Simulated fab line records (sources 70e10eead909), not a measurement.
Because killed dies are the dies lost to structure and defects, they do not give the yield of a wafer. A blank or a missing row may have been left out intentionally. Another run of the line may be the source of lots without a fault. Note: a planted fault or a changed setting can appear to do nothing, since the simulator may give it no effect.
What tool caused it? | flow nand harc | 36 wafers from 12 lots sampled at 5 of the route's 1159 steps

== WHAT EACH GAUGE READ, for each wafer ==
NHARC_A_BLC_CD_MEAS_19. Usual: cd nm 99.3 nm, standard deviation 2.2.
lot  | measured     | on        | cd nm (nm)        | flag
L541 | day 17 13:46 | cd sem-02 | 102.6 100.6 101.1 |
L543 | day 17 16:04 | cd sem-02 | 99.5 100.0 98.3   |
L542 | day 17 16:49 | cd sem-03 | 100.4 99.3 104.0  |
L546 | day 17 22:56 | cd sem-02 | 101.9 99.8 98.6   |
L544 | day 18 00:06 | cd sem-03 | 99.2 98.8 98.3    |
L545 | day 18 20:23 | cd sem-02 | 103.2 100.1 99.9  |
L549 | day 19 05:01 | cd sem-01 | 103.2 104.5 99.4  |
L558 | day 21 11:50 | cd sem-03 | 99.4 102.0 95.7   |
L559 | day 21 18:04 | cd sem-01 | 99.0 96.4 100.5   |
L562 | day 23 10:37 | cd sem-01 | 98.5 97.6 95.1    |
L563 | day 23 11:22 | cd sem-02 | 97.8 99.3 100.1   |
L564 | day 23 11:58 | cd sem-02 | 103.5 95.8 100.2  |

NHARC_A_M0_CD_MEAS_09 targets a cd of 80 nm. Usual: cd nm 80.2 nm, standard deviation 0.6.
lot  | measured     | on        | cd nm (nm)     | flag
L541 | day 17 16:41 | cd sem-03 | 81.0 80.1 79.6 |
L543 | day 17 21:01 | cd sem-03 | 80.0 79.6 80.6 |
L542 | day 17 21:23 | cd sem-03 | 80.0 79.5 80.8 |
L546 | day 18 03:53 | cd sem-03 | 80.6 79.9 80.6 |
L544 | day 18 04:28 | cd sem-03 | 79.2 79.8 78.1 |
L545 | day 18 23:15 | cd sem-01 | 80.5 80.0 80.4 |
L549 | day 19 13:41 | cd sem-03 | 80.4 80.1 81.8 |
L558 | day 21 16:50 | cd sem-02 | 81.6 81.1 80.5 |
L559 | day 22 01:49 | cd sem-02 | 80.7 80.2 80.4 |
L562 | day 23 14:17 | cd sem-02 | 80.5 80.3 80.4 |
L563 | day 23 14:25 | cd sem-02 | 80.4 80.7 80.1 |
L564 | day 23 14:44 | cd sem-02 | 79.6 80.6 79.4 |

NHARC_END_SORT_01. Usual: defect limited yield 95.3 %, standard deviation 1.3; killed at array 28, standard deviation 8.6; killed at other 0.7, standard deviation 1.2; killed at periphery 3.1, standard deviation 2.3; killed dies 32, standard deviation 8.7; killed open 3.2, standard deviation 1.7; killed short 2.0, standard deviation 1.5; sort_bin_2_pct 1.5 %, standard deviation 0.58; sort_bin_3_pct 0.28 %, standard deviation 0.22; sort_bin_4_pct 3.0 %, standard deviation 0.86; sort n pass 645, standard deviation 8.7; sort rim yield pct 97.8 %, standard deviation 1.4; sort yield pct 95.3 %, standard deviation 1.3.
lot  | measured     | on        | defect limited yield (%) | killed at array | killed at other | killed at periphery | killed dies | killed open | killed short | sort_bin_2_pct (%) | sort_bin_3_pct (%) | sort_bin_4_pct (%) | sort n pass | sort rim yield pct (%) | sort yield pct (%) | flag
L541 | day 19 12:20 | prober-02 | 94.4 94.2 96.3           | 38 32 23        | 0 1 0           | 0 6 2               | 38 39 25    | 4 5 3       | 4 2 2        | 1.9 0.9 0.7        | 0.15 0.59 0        | 3.5 4.3 3.0        | 639 638 652 | 96.2 97.2 97.2         | 94.4 94.2 96.3     |
L543 | day 19 12:20 | prober-01 | 95.0 95.6 96.2           | 27 26 16        | 5 1 6           | 2 3 4               | 34 30 26    | 4 4 3       | 3 1 0        | 1.5 1.6 1.5        | 0.30 0.15 0.15     | 3.2 2.7 2.2        | 643 647 651 | 95.3 99.1 98.1         | 95.0 95.6 96.2     |
L542 | day 19 20:08 | prober-02 | 97.9 97.6 98.2           | 9 13 12         | 2 2 0           | 3 1 0               | 14 16 12    | 2 4 1       | 3 1 1        | 0.6 0.9 1.0        | 0 0.44 0.15        | 1.5 1.0 0.6        | 663 661 665 | 97.2 99.1 100.0        | 97.9 97.6 98.2     |
L546 | day 20 03:54 | prober-01 | 95.4 96.6 96.0           | 27 16 21        | 0 1 2           | 4 6 4               | 31 23 27    | 6 6 3       | 1 0 2        | 1.6 1.3 0.7        | 0.15 0.15 0.30     | 2.8 1.9 3.0        | 646 654 650 | 97.2 99.1 99.1         | 95.4 96.6 96.0     |
L544 | day 20 05:33 | prober-02 | 93.2 94.7 96.2           | 41 33 18        | 1 0 0           | 4 3 8               | 46 36 26    | 7 1 6       | 2 2 4        | 1.5 1.9 1.6        | 0.59 0.15 0.15     | 4.7 3.2 2.1        | 631 641 651 | 99.1 97.2 100.0        | 93.2 94.7 96.2     |
L545 | day 20 18:22 | prober-01 | 95.6 92.9 95.4           | 27 42 24        | 0 2 3           | 3 4 4               | 30 48 31    | 4 3 4       | 7 4 2        | 0.6 2.5 1.9        | 0.30 0.15 0.30     | 3.5 4.4 2.4        | 647 629 646 | 96.2 94.3 94.3         | 95.6 92.9 95.4     |
L549 | day 21 05:56 | prober-01 | 95.0 94.5 95.7           | 22 26 25        | 0 0 1           | 12 11 3             | 34 37 29    | 2 2 9       | 3 1 0        | 2.2 1.6 1.8        | 0.15 0.30 0.15     | 2.7 3.5 2.4        | 643 640 648 | 95.3 99.1 96.2         | 95.0 94.5 95.7     |
L558 | day 23 13:19 | prober-01 | 94.5 96.2 94.8           | 32 21 33        | 1 1 0           | 4 4 2               | 37 26 35    | 3 3 3       | 7 3 1        | 1.5 1.0 1.8        | 0.74 0.30 0.30     | 3.2 2.5 3.1        | 640 651 642 | 96.2 96.2 100.0        | 94.5 96.2 94.8     |
L559 | day 24 02:55 | prober-02 | 95.0 95.3 94.5           | 31 28 34        | 0 0 0           | 3 4 3               | 34 32 37    | 1 3 4       | 0 1 2        | 1.3 0.9 1.5        | 0.30 0.15 0.30     | 3.4 3.7 3.7        | 643 645 640 | 97.2 99.1 96.2         | 95.0 95.3 94.5     |
L562 | day 25 06:25 | prober-01 | 96.9 96.0 97.0           | 20 25 18        | 1 1 1           | 0 1 1               | 21 27 20    | 2 4 0       | 2 3 2        | 0.3 1.0 0.9        | 0 0 0.44           | 2.8 3.0 1.6        | 656 650 657 | 97.2 97.2 97.2         | 96.9 96.0 97.0     |
L563 | day 25 15:51 | prober-01 | 95.7 96.6 95.0           | 23 18 26        | 0 0 0           | 6 5 8               | 29 23 34    | 2 1 2       | 5 0 0        | 1.8 0.7 1.8        | 0.15 0.30 0.59     | 2.4 2.4 2.7        | 648 654 643 | 98.1 98.1 97.2         | 95.7 96.6 95.0     |
L564 | day 25 06:27 | prober-02 | 92.9 93.8 94.1           | 41 39 37        | 1 0 1           | 6 3 2               | 48 42 40    | 5 6 5       | 0 0 1        | 2.1 1.8 2.2        | 0.44 0.30 0.30     | 4.6 4.1 3.4        | 629 635 637 | 98.1 96.2 98.1         | 92.9 93.8 94.1     |

== WHICH TOOL RAN EACH LOT (tool, then ch and the chambers of the sampled wafers, then the start) ==
lot  | NHARC_A_BLC_ETCH_18                           | NHARC_A_M0_SOFTBAKE_04
L541 | rie diel-11 ch 0,1, day 17 13:46 or earlier   | litho track-01 ch 0, day 17 16:00
L543 | rie diel-01 ch 0,1, day 17 16:04 or earlier   | litho track-06 ch 0, day 17 20:00
L542 | rie diel-01 ch 0,1,2, day 17 16:49 or earlier | litho track-04 ch 0, day 17 20:00
L546 | rie diel-01 ch 1,3, day 17 22:56 or earlier   | litho track-01 ch 0, day 18 03:00
L544 | rie diel-01 ch 0,1,2, day 18 00:06 or earlier | litho track-06 ch 0, day 18 04:00
L545 | rie diel-01 ch 1,2,3, day 18 20:23 or earlier | litho track-06 ch 0, day 18 22:00
L549 | rie diel-11 ch 0,1,3, day 19 05:01 or earlier | litho track-06 ch 0, day 19 13:00
L558 | rie diel-11 ch 0,2,3, day 21 11:50 or earlier | litho track-01 ch 0, day 21 16:00
L559 | rie diel-12 ch 1,2,3, day 21 18:04 or earlier | litho track-04 ch 0, day 22 01:00
L562 | rie diel-11 ch 0,2,3, day 23 10:37 or earlier | litho track-04 ch 0, day 23 13:00
L563 | rie diel-01 ch 0,2,3, day 23 11:22 or earlier | litho track-06 ch 0, day 23 14:00
L564 | rie diel-11 ch 1,2, day 23 11:58 or earlier   | litho track-01 ch 0, day 23 14:00
- NHARC_A_BLC_ETCH_18: etches the open film in C4F8/O2/Ar, target depth 910 nm.
- NHARC_A_M0_SOFTBAKE_04: time 55 s.

== AS READ BY THE TOOLS THEMSELVES (means over the sampled wafers that have a number; for cases with no such wafer, the mark the record gives instead) ==
NHARC_A_BLC_ETCH_18. Usual: bias w 1500 W, standard deviation 4.3; oes product au 0.946 a.u., standard deviation 0.024; rf vpp V 977 V, standard deviation 4.6.
lot  | tool        | bias w (W) | oes product au (a.u.) | rf vpp V (V) | flag
L541 | rie diel-11 | 1502       | 0.981                 | 980          |
L543 | rie diel-01 | 1499       | 0.931                 | 975          |
L542 | rie diel-01 | 1498       | 0.951                 | 977          |
L546 | rie diel-01 | 1500       | 0.911                 | 978          |
L544 | rie diel-01 | 1502       | 0.926                 | 978          |
L545 | rie diel-01 | 1496       | 0.960                 | 978          |
L549 | rie diel-11 | 1500       | 0.972                 | 976          |
L558 | rie diel-11 | 1503       | 0.958                 | 972          |
L559 | rie diel-12 | 1500       | 0.973                 | 981          |
L562 | rie diel-11 | 1501       | 0.920                 | 973          |
L563 | rie diel-01 | 1498       | 0.954                 | 980          |
L564 | rie diel-11 | 1501       | 0.922                 | 981          |

NHARC_A_M0_SOFTBAKE_04. Usual: heater power total W 188.46 W, standard deviation 0.15; resist line temp C 23.00 C, standard deviation 0.097.
lot  | tool           | heater power total W (W) | resist line temp C (C) | flag
L541 | litho track-01 | 188.38                   | 23.09                  |
L543 | litho track-06 | 188.62                   | 23.05                  |
L542 | litho track-04 | 188.46                   | 23.00                  |
L546 | litho track-01 | 188.54                   | 22.96                  |
L544 | litho track-06 | 188.40                   | 22.80                  |
L545 | litho track-06 | 188.40                   | 23.06                  |
L549 | litho track-06 | 233.48                   | 23.00                  | OFF
L558 | litho track-01 | 188.46                   | 23.13                  |
L559 | litho track-04 | 188.35                   | 23.06                  |
L562 | litho track-04 | 188.51                   | 22.99                  |
L563 | litho track-06 | 188.52                   | 23.09                  |
L564 | litho track-01 | 188.53                   | 22.92                  |

== THE ANSWER, worked out from the rows above alone ==
Rule: a lot is off if the mean of its wafers that have a number lies more than 3 standard deviations from the usual mean. A lot without any number at a reading at which 4 lots or more have one is off too. The other lots that the step has rows for count as sound. First the gauges in route order, then the tools' own readings, where a lot's mean is used as printed above. At the first step where some lot is off, the reading lying furthest off is the one used; lots without a number count as furthest.
Off: L549, at NHARC_A_M0_SOFTBAKE_04 (heater power total W).
If a tool, at that step or one of the process steps before it, ran each lot that is off and ran no sound lot following the first of them, it fits. With no start given for some of its lots, NHARC_A_BLC_ETCH_18 uses the hours and lot order of NHARC_A_BLC_CD_MEAS_19. Not one of the candidates tried fits.

== WHAT THE SIMULATOR HAD INSERTED ==
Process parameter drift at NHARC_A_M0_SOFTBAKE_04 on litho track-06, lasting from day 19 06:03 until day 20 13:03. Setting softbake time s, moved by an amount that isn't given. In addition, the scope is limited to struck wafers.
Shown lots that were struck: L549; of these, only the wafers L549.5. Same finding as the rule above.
